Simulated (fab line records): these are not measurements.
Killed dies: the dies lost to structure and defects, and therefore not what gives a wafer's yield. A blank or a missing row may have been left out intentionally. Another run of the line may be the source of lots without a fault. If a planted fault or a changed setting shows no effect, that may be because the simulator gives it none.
Struck lot and sound lot, side by side	flow n5Finfet	15 steps out of a route of 1938
Sound: these wafers, L701.1, L701.5, L701.6. Struck: wafers L693.1, L693.4. (L693.2 of the same lot was not struck and is left out.) The cause comes at the end.
Order at every step that has rows: each side's tool, ch and its chambers, its first start. Under that, the readings that differ: sound wafers	struck wafers	difference of the means	sigmas: that difference in standard deviations of wafers without a fault.
alike: a reading whose means differ by less than 2 such deviations, as well as words and numbers matching on both sides. not compared: withheld readings; readings where some wafer has no value; bounds like >300 that might hide an equal value; numbers whose values overlap and for which the record gives no deviation.
The two part at a step that has a row with sigmas, a row that says differs or no value, or rows on one side only. Non-overlapping numbers with no deviation appear without sigmas and do not part them. A reading that every wafer of one side lacks parts them only if that side has two wafers or more.

first, 4 steps without rows for these wafers: N5_BEOL_M10_SOFTBAKE_06 (time 60 s); N5_BEOL_M10_EXPOSE_08 (exposes mask M10); N5_BEOL_M10_PEB_09 (peb time 60 s); N5_BEOL_M10_DEVELOP_10 (develop time 30 s).
N5_BEOL_M10_CD_MEAS_11: target cd 64.1 nm.
  sound on cdSem-01 ch 0, day 18 17:34; struck on cdSem-02 ch 0, day 16 06:53
  alike: cdNm
N5_BEOL_M10_OVL_MEAS_12:
  sound on overlay-01 ch 0, day 18 17:36; struck on overlay-01 ch 0, day 16 06:55
  alike: M10_OVL
N5_BEOL_M10_INSPECT_13: inspects for defects (brightfield).
  sound on defectInspect-02, day 18 17:38; struck on defectInspect-01, day 16 06:56
  alike: rawDefectCount
N5_BEOL_M10_DESCUM_16: chemistry O2, time 7.9 s.
  sound on rieDiel-01 ch 0,2, day 18 17:40; struck on rieDiel-01 ch 1,3, day 16 07:04
reading	sound	struck	difference	sigmas
oesProductAu (a.u.)	0.94 0.82 0.93	0.69 0.77	-0.17	-2
  alike: drypumpMotorCurrentA, rfVppV, showerheadPlenumPTorr, throttleValvePct
  not compared: rfHoursCounterH
N5_BEOL_M10_ETCH_61: etches SiARC in CF4, target depth 39 nm, time 65 s.
  sound on rieDiel-01 ch 0,2, day 18 17:42; struck on rieDiel-01 ch 1,3, day 16 07:06
  alike: cf4FlowSccm, drypumpMotorCurrentA, etchRfOnTimeS, oesProductAu, rfVppV, showerheadPlenumPTorr, throttleValvePct
  not compared: rfHoursCounterH
N5_BEOL_M10_ETCH_62: etches SOC in N2/H2, target depth 110 nm, overetch 22 nm, time 165 s.
  sound on rieDiel-01 ch 0,2, day 18 17:45; struck on rieDiel-01 ch 1,3, day 16 07:09
  alike: drypumpMotorCurrentA, oesProductAu, rfVppV, showerheadPlenumPTorr, throttleValvePct
  not compared: rfHoursCounterH
then, 1 step without rows for these wafers: N5_BEOL_M10_STRIP_68 (strips in N2/H2).
N5_BEOL_M10_STRIP_67: strips in CF4.
  sound on rieDiel-01 ch 0,2, day 18 17:53; struck on rieDiel-01 ch 1,3, day 16 07:18
reading	sound	struck	difference	sigmas
oesProductAu (a.u.)	0.92 0.84 0.92	0.69 0.78	-0.16	-2
  alike: cf4FlowSccm, drypumpMotorCurrentA, rfVppV, showerheadPlenumPTorr, throttleValvePct
  not compared: rfHoursCounterH
N5_BEOL_M10_HM_OPEN_17: chemistry Cl2/BCl3, target TiN, target depth 20 nm, overetch 6 nm.
  sound on rieMetal-03 ch 0,1, day 18 17:56; struck on rieMetal-03 ch 0,1, day 16 07:20
reading	sound	struck	difference	sigmas
model.SOC_of_BEOL_M10_COAT_59.thkNm (nm)	92.2 92.4 91.8	93.6 92.8	+1.1	
  alike: drypumpMotorCurrentA, mfcCl2Sccm, oesProductAu, throttleValvePct
  not compared: rfHoursCounterH
N5_BEOL_M10_STRIP_19: strips in O2.
  sound on rieDiel-01 ch 2,3, day 18 18:02; struck on rieDiel-04 ch 1, day 16 07:27
reading	sound	struck	difference	sigmas
drypumpMotorCurrentA (A)	5.3 5.6 5.2	6.3 6.4	+1.0	+2
rfVppV (V)	3.1 2.5 3.5	3.9 4.9	+1.4	+2
  alike: oesProductAu, showerheadPlenumPTorr, throttleValvePct
  not compared: rfHoursCounterH
N5_PASSIVATION_PROBE_49:
  rows exist in the record for the sound wafers here (prober-02, day 20 22:16), none for the struck ones

== WHERE THEY PART ==
First at N5_BEOL_M10_DESCUM_16; last, within this record, at N5_PASSIVATION_PROBE_49.

WHY: what the simulator had put in
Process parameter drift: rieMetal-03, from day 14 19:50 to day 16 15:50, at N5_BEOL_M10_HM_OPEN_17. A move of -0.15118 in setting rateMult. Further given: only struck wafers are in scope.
